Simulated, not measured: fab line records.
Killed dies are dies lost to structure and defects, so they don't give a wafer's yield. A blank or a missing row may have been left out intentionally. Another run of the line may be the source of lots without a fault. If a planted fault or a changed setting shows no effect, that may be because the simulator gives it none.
fab line records	flow n5Finfet
record lots=5	wafers=15	lastDay=16
route steps=1938 shown FIN_SAQP@126 FIN_CUT@154 STI_FIN_REVEAL@207 BEOL_M4@1111
lots untouched by any fault: they come from a run of this same line in which no faults occurred
startH: hours from the record's first day to the start of the lot's first wafer shown	waitH: hours elapsed since this lot's preceding step	" same as the row above	L1.1+2: a single row standing in for several wafers	- value missing, or start not given	* or withheld: withheld	< > ~ a bound
route shown NAME@n: a module of which the file shows steps, and the number in the route of the first	usual: mean/standard deviation of fault-free wafers	same: alike in all rows	chamber/n: place in a boat	sites: each site's reading	_std_site: their standard deviation	_edge_site: inner sites' mean taken away from outer sites' mean	radiusMm: how far each site lies from the wafer's centre	mask NAME#n: copy n	behind: tool/chamber where the wafer was last shaped	hold: why the lot went on hold/how many hours it stayed there/how the hold came to an end	device: the n, p or np transistor that did not switch	end of line: the tests these same wafers got at the end of their route	a step given without rows: its recipe and nothing more	killed: the dies lost at the first sort to structure and to defects; this is not the yield of the wafer	map: a wafer's dies, marking killed ones x, the rest . and places with no die _
set.NAME: the run value of the setting; set.NAME@STEP: its run value at that earlier step	model.NAME: the simulator's own value behind a step, which no gauge read
certain route steps with their lots: each step a table, each wafer a row
services: the hour from which a tool's chamber was out of use, counted from the record's first day as startH (under 0 if before that day), plus the number of hours and why
## steps
# step N5_FIN_SAQP_SPACER1_ETCHBACK_25
# recipe chemistry=CHF3/O2	mode=anisotropicEtchback	target=SiO2	targetDepthA=244	timeS=12.2	pressureMtorr=30	sourceW=650	biasW=170	Ar_flow_sccm=200	CHF3_flow_sccm=50	O2_flow_sccm=5	ionEnergyEv=200
# step N5_FIN_SAQP_MANDREL1_REMOVE_56
# recipe chemistry=HBr/Cl2/O2	btTimeS=10	target=a-Si	stopOn=SiNx	endpoint=OES-SiCl	overEtchFrac=1	icpW=600	biasW=22	HBr_flow_sccm=150	Cl2_flow_sccm=80	O2_flow_sccm=5	pressureMtorr=10
# step N5_FIN_SAQP_ETCH_57
# recipe chemistry=CH3F/O2	target=SiNx	maskMaterial=SiO2	targetDepthA=325	timeS=46.4	pressureMtorr=30	sourceW=395	biasW=73	Ar_flow_sccm=150	CH3F_flow_sccm=30	O2_flow_sccm=20	ionEnergyEv=120	ends=cleared
# step N5_FIN_SAQP_ETCH_65
# recipe chemistry=CF4	target=SiO2	targetDepthA=40	ionEnergyEv=350	timeS=4.4	pressureMtorr=10	icpW=800	biasW=400	cf4FlowSccm=80
# step N5_FIN_SAQP_MANDREL_ETCH_58
# recipe chemistry=HBr/Cl2	target=a-Si	targetDepthA=450	btTimeS=10	stopOn=SiNx	maskMaterial=SiO2	overEtchFrac=0.8	timeS=27	pressureMtorr=10	icpW=800	biasW=75	HBr_flow_sccm=150	Cl2_flow_sccm=80	ends=endPoint
# step N5_FIN_SAQP_RECESS_63
# recipe chemistry=HF/NH3	target=SiO2	targetDepthA=180	afsCycles=3	tempC=30	sublimationTempC=180	sublimationTimeS=60
# step N5_FIN_SAQP_COAT_68
# recipe resist=SOC	tempC=250	timeS=60	spinRpm=1500	resistThkNm=100
# step N5_FIN_SAQP_ETCH_69
# recipe chemistry=N2/H2	target=SOC	targetDepthA=1500	stopOn=SiNx	ionEnergyEv=100	biasW=61	pressureMtorr=30	sourceW=850	n2FlowSccm=200	h2FlowSccm=200
# step N5_FIN_SAQP_ETCH_67
# recipe chemistry=CH3F/O2	target=SiNx	targetDepthA=300	maskMaterial=SOC	pressureMtorr=30	sourceW=395	biasW=73	Ar_flow_sccm=150	CH3F_flow_sccm=30	O2_flow_sccm=20	ionEnergyEv=120
# step N5_FIN_SAQP_STRIP_70
# recipe chemistry=N2/H2	powerW=500	tempC=40	pressureMtorr=50	rfFrequencyHz=6e+07	overashFraction=0.3	biasPowerW=28	h2Frac=0.5	n2FlowSccm=300	h2FlowSccm=300
# step N5_FIN_SAQP_RECESS_71
# recipe chemistry=HF/NH3	target=SiO2	targetDepthA=30	afsCycles=1	tempC=30	sublimationTempC=180	sublimationTimeS=60
# step N5_FIN_SAQP_SPACER2_ALD_28
# recipe material=SiO2	targetThkA=81	tempC=300	aldPrecursorFamily=BDEAS	aldCoReactant=O2-plasma	pulseTimeS=1	purgeTimeS=2	coReactantPurgeTimeS=2	pressureTorr=2
# usual chamberPressureTorr=2.000/0.0038	heaterPowerW=456/41	precursorPulseHeightRel=1.002/0.02
lot.wafer	tool	chamber	startH	waitH	chamberPressureTorr	heaterPowerW	precursorPulseHeightRel	model.SiO2_of_FIN_SAQP_SPACER2_ALD_28.thkNm
L270.2	aldSin-03	0	99.25	0.1	1.992	478	0.991	8.2
L270.5	"	3	"	"	2.000	416	0.998	8.2
L270.6	"	0	"	"	2.003	464	1.022	8.2
L272.1	aldSin-03	2	111.74	0.1	2.000	536	1.006	4.6
L272.2	"	3	"	"	2.001	418	1.038	8
L272.4	"	1	"	"	1.998	525	1.004	8.2
L273.2	aldSin-03	2	115.39	0.1	2.000	550	0.983	8.2
L273.5	"	0	"	"	1.999	456	1.016	8.2
L273.6	"	3	"	"	1.999	413	0.970	4.6
L274.2	aldSin-01	3	122.75	0.2	2.007	415	0.982	8
L274.3	"	2	"	"	2.002	410	1.030	8
L274.5	"	0	"	"	1.999	426	0.976	8
L275.1	aldSin-03	2	127.10	0.1	2.003	519	0.962	4.6
L275.4	"	3	"	"	1.999	416	1.007	8.2
L275.6	"	3	"	"	2.001	415	1.015	4.6
# step N5_FIN_SAQP_SPACER2_ETCHBACK_29
# recipe chemistry=CHF3/O2	mode=anisotropicEtchback	target=SiO2	targetDepthA=122	timeS=6.1	pressureMtorr=30	sourceW=650	biasW=170	Ar_flow_sccm=200	CHF3_flow_sccm=50	O2_flow_sccm=5	ionEnergyEv=200
# step N5_FIN_SAQP_MANDREL2_REMOVE_60
# recipe chemistry=HBr/Cl2/O2	btTimeS=10	target=a-Si	stopOn=SiNx	endpoint=OES-SiCl	overEtchFrac=1	icpW=600	biasW=22	HBr_flow_sccm=150	Cl2_flow_sccm=80	O2_flow_sccm=5	pressureMtorr=10
# usual drypumpMotorCurrentA=5.4/0.37	oesProductAu=0.999/0.02	throttleValvePct=36.60/0.26
lot.wafer	tool	chamber	startH	waitH	drypumpMotorCurrentA	oesProductAu	rfHoursCounterH	throttleValvePct	model.FIN_SAQP.cdNm
L270.2	rieSi-03	2	99.69	0.1	5.3	1.033	49	36.33	8.2
L270.5	"	0	"	"	5.2	0.980	-	36.34	8.4
L270.6	"	3	"	"	5.3	0.996	-	36.60	8.2
L272.1	rieSi-06	3	112.17	0.1	5.8	0.991	22	36.22	4.6
L272.2	"	2	"	"	5.0	0.975	71	36.74	8
L272.4	"	1	"	"	5.3	1.023	65	36.43	8.2
L273.2	rieSi-05	2	115.80	0.1	5.6	0.971	147	36.52	8.2
L273.5	"	2	"	"	5.6	0.960	-	36.55	8.2
L273.6	"	3	"	"	5.0	1.000	-	36.93	4.6
L274.2	rieSi-06	0	123.24	0.1	5.3	0.990	12	36.83	8
L274.3	"	2	"	"	5.0	0.972	72	36.72	8
L274.5	"	3	"	"	5.8	0.987	-	36.21	8
L275.1	rieSi-03	3	127.51	0.1	5.2	1.005	85	36.59	4.6
L275.4	"	2	"	"	5.3	1.033	49	36.34	8.2
L275.6	"	1	"	"	5.9	1.013	-	36.94	4.4
# step N5_FIN_SAQP_CD_MEAS_31
# recipe targetCdNm=8	landingEnergyEv=1000	detector=seInlens	polarity=line
# usual cdNm=8.08/0.23
# same landingEnergyEv=1000
lot.wafer	tool	chamber	startH	waitH	cdNm
L270.2	cdSem-01	0	99.80	0.1	8.24
L270.5	"	0	"	"	8.31
L270.6	"	0	"	"	8.23
L272.1	cdSem-02	0	112.28	0.1	4.32
L272.2	"	0	"	"	8.21
L272.4	"	0	"	"	7.94
L273.2	cdSem-01	0	115.92	0.1	8.50
L273.5	"	0	"	"	8.17
L273.6	"	0	"	"	4.66
L274.2	cdSem-03	0	123.35	0.1	8.08
L274.3	"	0	"	"	7.96
L274.5	"	0	"	"	7.97
L275.1	cdSem-03	0	127.62	0.1	4.77
L275.4	"	0	"	"	8.35
L275.6	"	0	"	"	4.45
# step N5_FIN_SAQP_HM_OPEN_33
# recipe chemistry=CH3F/O2	target=SiNx	maskMaterial=SiO2	targetDepthA=494	timeS=70.6	pressureMtorr=30	sourceW=395	biasW=73	Ar_flow_sccm=150	CH3F_flow_sccm=30	O2_flow_sccm=20	ionEnergyEv=120	ends=cleared
# step N5_FIN_SAQP_ETCH_34
# recipe chemistry=C4F6/O2	target=SiO2	targetDepthA=450	timeS=15	ionEnergyEv=250	pressureMtorr=30	sourceW=345	biasW=185	Ar_flow_sccm=300	C4F6_flow_sccm=10	O2_flow_sccm=10	ends=cleared
# step N5_FIN_SAQP_STRIP_77
# recipe chemistry=N2/H2	timeS=90	powerW=100	tempC=40	pressureMtorr=100	rfFrequencyHz=6e+07	biasPowerW=3	n2FlowSccm=300	h2FlowSccm=300
# step N5_FIN_SAQP_HM_CD_35
# recipe targetCdNm=8	polarity=line
# usual cdNm=8.13/0.24
lot.wafer	tool	chamber	startH	waitH	cdNm
L270.2	cdSem-01	-	100.07	0.1	8.38
L270.5	"	-	"	"	8.29
L270.6	"	-	"	"	8.33
L272.1	cdSem-01	-	112.73	0.1	4.34
L272.2	"	-	"	"	8.08
L272.4	"	-	"	"	7.85
L273.2	cdSem-01	-	116.18	0.1	8.41
L273.5	"	-	"	"	8.64
L273.6	"	-	"	"	4.58
L274.2	cdSem-01	-	123.62	0.1	7.72
L274.3	"	-	"	"	7.93
L274.5	"	-	"	"	8.53
L275.1	cdSem-02	-	127.92	0.1	4.18
L275.4	"	-	"	"	8.26
L275.6	"	-	"	"	4.51
# step N5_FIN_SAQP_ETCH_64
# recipe chemistry=CF4	target=SiO2	targetDepthA=15	ionEnergyEv=350	pressureMtorr=10	icpW=800	biasW=400	cf4FlowSccm=80
# step N5_FIN_SAQP_FIN_ETCH_36
# recipe chemistry=HBr/Cl2/O2	targetDepthA=1200	maskMaterial=SiNx	timeS=50.4	biasW=102	pressureMtorr=10	icpW=800	HBr_flow_sccm=150	Cl2_flow_sccm=80	O2_flow_sccm=12
# usual drypumpMotorCurrentA=5.4/0.39	oesProductAu=1.002/0.024	throttleValvePct=35.91/0.27
# same timeS=50.4
lot.wafer	tool	chamber	startH	waitH	drypumpMotorCurrentA	oesProductAu	rfHoursCounterH	throttleValvePct	model.FIN_SAQP.cdNm
L270.2	rieSi-05	0	100.13	0.0	6.4	1.037	81	35.65	8.2
L270.5	"	1	"	"	5.2	1.021	-	36.07	8.2
L270.6	"	0	"	"	6.4	1.037	-	35.67	8.2
L272.1	rieSi-06	2	112.80	0.0	5.0	0.959	71	36.07	4.4
L272.2	"	0	"	"	5.3	0.995	12	36.17	7.8
L272.4	"	1	"	"	5.4	1.005	65	35.75	7.8
L273.2	rieSi-06	1	116.25	0.0	5.4	1.001	66	35.77	8.4
L273.5	"	0	"	"	5.3	0.978	-	36.17	8.4
L273.6	"	1	"	"	5.3	1.003	-	35.76	4.8
L274.2	rieSi-03	2	123.68	0.0	5.3	1.037	49	35.64	8
L274.3	"	0	"	"	5.2	0.989	160	35.70	8
L274.5	"	3	"	"	5.3	1.013	-	35.90	8.2
L275.1	rieSi-06	2	127.99	0.0	5.0	0.961	72	36.06	4.6
L275.4	"	0	"	"	5.3	0.982	13	36.19	8.2
L275.6	"	1	"	"	5.4	0.999	-	35.76	4.6
# step N5_FIN_SAQP_CD_MEAS_37
# recipe targetCdNm=8	polarity=line
# usual cdNm=8.07/0.28
lot.wafer	tool	chamber	startH	waitH	cdNm
L270.2	cdSem-03	-	100.26	0.1	8.06
L270.5	"	-	"	"	8.87
L270.6	"	-	"	"	8.49
L272.1	cdSem-01	-	112.92	0.1	4.44
L272.2	"	-	"	"	7.35
L272.4	"	-	"	"	7.60
L273.2	cdSem-03	-	116.37	0.1	8.36
L273.5	"	-	"	"	8.58
L273.6	"	-	"	"	4.55
L274.2	cdSem-01	-	123.80	0.1	8.12
L274.3	"	-	"	"	8.12
L274.5	"	-	"	"	8.23
L275.1	cdSem-01	-	128.10	0.1	4.61
L275.4	"	-	"	"	7.86
L275.6	"	-	"	"	4.51
# step N5_FIN_SAQP_PRECLEAN_38
# recipe chemistry=O3/DIW	timeS=45	tempC=22	o3Ppm=10
# step N5_FIN_SAQP_PRECLEAN_45
# recipe chemistry=dHF	timeS=10	dilution=500:1	tempC=25
# step N5_FIN_SAQP_SRD_39
# recipe dry=ipaMarangoni	timeS=30	tempC=23	rinseLiquid=diw
# step N5_FIN_CUT_COAT_18
# recipe resist=SOC	tempC=250	timeS=60	spinRpm=1500	resistThkNm=230
# step N5_FIN_CUT_COAT_19
# recipe resist=SiARC	tempC=220	timeS=60	spinRpm=1500	resistThkNm=20
# step N5_FIN_CUT_COAT_29
# recipe resist=underlayer	tempC=205	timeS=60	spinRpm=1500	resistThkNm=10
# step N5_FIN_CUT_COAT_02
# recipe resist=CAR-EUV	spinRpm=1500	resistThkNm=30
# step N5_FIN_CUT_EBR_04
# recipe solvent=PGMEA	ebrWidthMm=1.5
# step N5_FIN_CUT_SOFTBAKE_03
# recipe tempC=110	timeS=60	resist=CAR-EUV
# step N5_FIN_CUT_EXPOSE_05
# recipe maskId=FIN_CUT	na=0.33	sourceShape=annular	sigmaInner=0.35	sigmaOuter=0.8	polarization=unpolarized	doseMj=45.75
# step N5_FIN_CUT_PEB_06
# recipe pebTempC=100	pebTimeS=60	resist=CAR-EUV
# step N5_FIN_CUT_DEVELOP_07
# recipe developTimeS=30	developer=TMAH	resist=CAR-EUV	rinseLiquid=surfactantRinse	dry=airSpin	devTempC=23
# step N5_FIN_CUT_DESCUM_13
# recipe chemistry=O2	timeS=7	sourcePowerW=50	biasPowerW=20	pressureMtorr=20	rfFrequencyHz=2.712e+07	tempC=40	resist=CAR-EUV	o2FlowSccm=225
# step N5_FIN_CUT_ETCH_30
# recipe chemistry=N2/H2	target=underlayer	targetDepthA=130	maskMaterial=CAR-EUV	timeS=10.4	ionEnergyEv=200	pressureMtorr=30	sourceW=840	biasW=150	n2FlowSccm=200	h2FlowSccm=200	ends=cleared
# step N5_STI_FIN_REVEAL_CD_MEAS_22
# recipe targetCdNm=6.238	pitchNm=28	polarity=line
# usual cdNm=6.21/0.29
lot.wafer	tool	chamber	startH	waitH	cdNm
L270.2	cdSem-03	-	112.18	0.0	5.76
L270.5	"	-	"	"	6.08
L270.6	"	-	"	"	6.49
L272.1	cdSem-01	-	123.17	0.0	2.55
L272.2	"	-	"	"	6.17
L272.4	"	-	"	"	6.14
L273.2	cdSem-03	-	127.23	0.0	6.29
L273.5	"	-	"	"	6.67
L273.6	"	-	"	"	2.70
L274.2	cdSem-02	-	134.53	0.0	6.04
L274.3	"	-	"	"	5.85
L274.5	"	-	"	"	6.29
L275.1	cdSem-02	-	138.34	0.0	2.98
L275.4	"	-	"	"	6.10
L275.6	"	-	"	"	2.75
# step N5_BEOL_M4_RC_MEAS_101
# usual DIBL_N=35.9/1.9	DIBL_P=35.8/2.4	IOFF_N=0.15/0.031	IOFF_N_85C=3.0/0.51	IOFF_N_LIN=0.071/0.012	IOFF_P=0.21/0.037	IOFF_P_85C=3.6/0.53	IOFF_P_LIN=0.098/0.014	ION_N=672/13	ION_P=462/8.3	SS_N=71.5/0.72	SS_P=73.2/0.67	VT_N=250/3.4	VT_N_LVT=99/3.3	VT_P=-250/3.4	VT_P_LVT=-99.3/2.9
lot.wafer	tool	chamber	startH	waitH	DIBL_N[mV/V]	DIBL_P[mV/V]	IOFF_N[nA/um]	IOFF_N_85C[nA/um]	IOFF_N_LIN[nA/um]	IOFF_P[nA/um]	IOFF_P_85C[nA/um]	IOFF_P_LIN[nA/um]	ION_N[uA/um]	ION_P[uA/um]	SS_N[mV/dec]	SS_P[mV/dec]	VT_N[mV]	VT_N_LVT[mV]	VT_P[mV]	VT_P_LVT[mV]
L270.2	prober-01	0	253.21	0.2	36.7	37.0	0.17	3.3	0.077	0.26	4.3	0.118	680	473	72.0	73.4	249	98	-245	-93.3
L270.5	"	0	"	"	36.3	35.2	0.16	3.3	0.075	0.22	3.8	0.107	688	470	72.1	72.8	248	97	-249	-95.8
L270.6	"	0	"	"	34.6	34.0	0.13	2.8	0.066	0.21	3.6	0.102	669	465	70.4	73.2	251	100	-246	-97.1
L273.2	prober-01	0	256.32	0.2	36.8	38.0	0.19	3.5	0.086	0.25	4.2	0.115	689	482	71.8	73.1	247	95	-244	-95.3
L273.5	"	0	"	"	37.3	39.0	0.20	3.8	0.093	0.25	4.3	0.115	692	471	71.9	74.5	244	95	-247	-96.4
L273.6	"	0	"	"	15.2	9.1	0.01	0.3	0.006	0.02	0.6	0.020	516	385	67.7	65.9	297	147	-276	-127.9
L275.1	prober-02	0	260.98	0.0	16.8	8.3	0.01	0.3	0.006	0.02	0.5	0.019	508	382	67.5	66.4	298	149	-280	-129.6
L275.4	"	0	"	"	38.9	37.3	0.19	3.6	0.083	0.23	3.8	0.107	681	461	73.0	74.1	247	97	-250	-97.6
L275.6	"	0	"	"	15.1	6.2	0.01	0.2	0.005	0.02	0.5	0.018	506	386	67.7	66.5	301	149	-280	-132.4
L272.1	prober-01	0	261.27	0.0	12.3	4.1	0.01	0.2	0.005	0.01	0.4	0.015	509	378	66.7	65.1	303	154	-287	-132.8
L272.2	"	0	"	"	35.5	34.5	0.13	2.7	0.061	0.17	3.0	0.084	672	453	71.2	72.5	253	103	-254	-102.0
L272.4	"	0	"	"	35.3	35.2	0.12	2.5	0.060	0.18	3.2	0.089	668	458	71.0	73.2	254	103	-255	-100.2
L274.2	prober-01	0	264.47	0.2	34.8	33.7	0.13	2.6	0.061	0.17	3.2	0.089	664	455	71.0	73.2	253	102	-254	-100.5
L274.3	"	0	"	"	35.0	35.1	0.13	2.7	0.062	0.19	3.4	0.096	668	458	70.9	73.4	250	103	-251	-99.6
L274.5	"	0	"	"	35.1	35.4	0.15	2.9	0.069	0.19	3.5	0.096	676	463	70.8	73.2	250	99	-251	-99.2
## services
tool	chamber	startH	hours	kind
rieSi-05	3	95.85	-	clean
rieSi-05	3	95.85	15.2	scheduledDown
rieSi-05	3	95.85	15.2	ventCycle
rieSi-03	-	98.94	0.1	repair
rieSi-03	1	120.34	4.1	repair
## key
firstSign step=N5_FIN_SAQP_CD_MEAS_31	reading=cdNm	direction=down	sigmas=15	usual=8.08	struck=4.55
effect step=N5_FIN_SAQP_HM_CD_35	reading=cdNm	direction=down	sigmas=16	usual=8.13	struck=4.40
effect step=N5_FIN_SAQP_CD_MEAS_37	reading=cdNm	direction=down	sigmas=13	usual=8.07	struck=4.53
effect step=N5_STI_FIN_REVEAL_CD_MEAS_22	reading=cdNm	direction=down	sigmas=12	usual=6.21	struck=2.75
effect step=N5_BEOL_M4_RC_MEAS_101	reading=VT_N_LVT	direction=up	sigmas=15	usual=99	struck=150
effect step=N5_BEOL_M4_RC_MEAS_101	reading=VT_N	direction=up	sigmas=15	usual=250	struck=300
effect step=N5_BEOL_M4_RC_MEAS_101	reading=ION_N	direction=down	sigmas=13	usual=672	struck=509
effect step=N5_BEOL_M4_RC_MEAS_101	reading=DIBL_P	direction=down	sigmas=12	usual=35.8	struck=6.9
effect step=N5_BEOL_M4_RC_MEAS_101	reading=DIBL_N	direction=down	sigmas=11	usual=35.9	struck=14.9
effect step=N5_BEOL_M4_RC_MEAS_101	reading=SS_P	direction=down	sigmas=11	usual=73.2	struck=66.0
effect step=N5_BEOL_M4_RC_MEAS_101	reading=VT_P_LVT	direction=down	sigmas=11	usual=-99.3	struck=-130.7
effect step=N5_BEOL_M4_RC_MEAS_101	reading=ION_P	direction=down	sigmas=9.6	usual=462	struck=383
effect step=N5_BEOL_M4_RC_MEAS_101	reading=VT_P	direction=down	sigmas=8.9	usual=-250	struck=-281
effect step=N5_BEOL_M4_RC_MEAS_101	reading=IOFF_P_LIN	direction=down	sigmas=5.9	usual=0.098	struck=0.018
effect step=N5_BEOL_M4_RC_MEAS_101	reading=IOFF_P_85C	direction=down	sigmas=5.8	usual=3.6	struck=0.5
effect step=N5_BEOL_M4_RC_MEAS_101	reading=SS_N	direction=down	sigmas=5.7	usual=71.5	struck=67.4
modelEffect step=N5_FIN_SAQP_SPACER2_ALD_28	value=SiO2_of_FIN_SAQP_SPACER2_ALD_28.thkNm	without=8.2	struck=4.6
modelEffect step=N5_FIN_SAQP_MANDREL2_REMOVE_60	value=FIN_SAQP.cdNm	without=8.15	struck=4.55
modelEffect step=N5_FIN_SAQP_FIN_ETCH_36	value=FIN_SAQP.cdNm	without=8.15	struck=4.6
metAt N5_FIN_SAQP_SPACER2_ALD_28
struckWafers L272.1,L273.6,L275.1,L275.6
sortLeftOut L272.1,L273.6,L275.1,L275.6
onsetBetween 99.25 111.74
fault kind=processParameterDrift	tool=aldSin-03	chamber=-	onsetH=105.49	steps=N5_FIN_SAQP_SPACER2_ALD_28	channel=targetThkA	offset=*	shape=step	endH=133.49	scope=struckWafersOnly	actsIn=*	stated=*
# sortLeftOut: the simulated sort isn't trusted on such a fault, so these wafers' sort isn't shown, and their yield isn't known
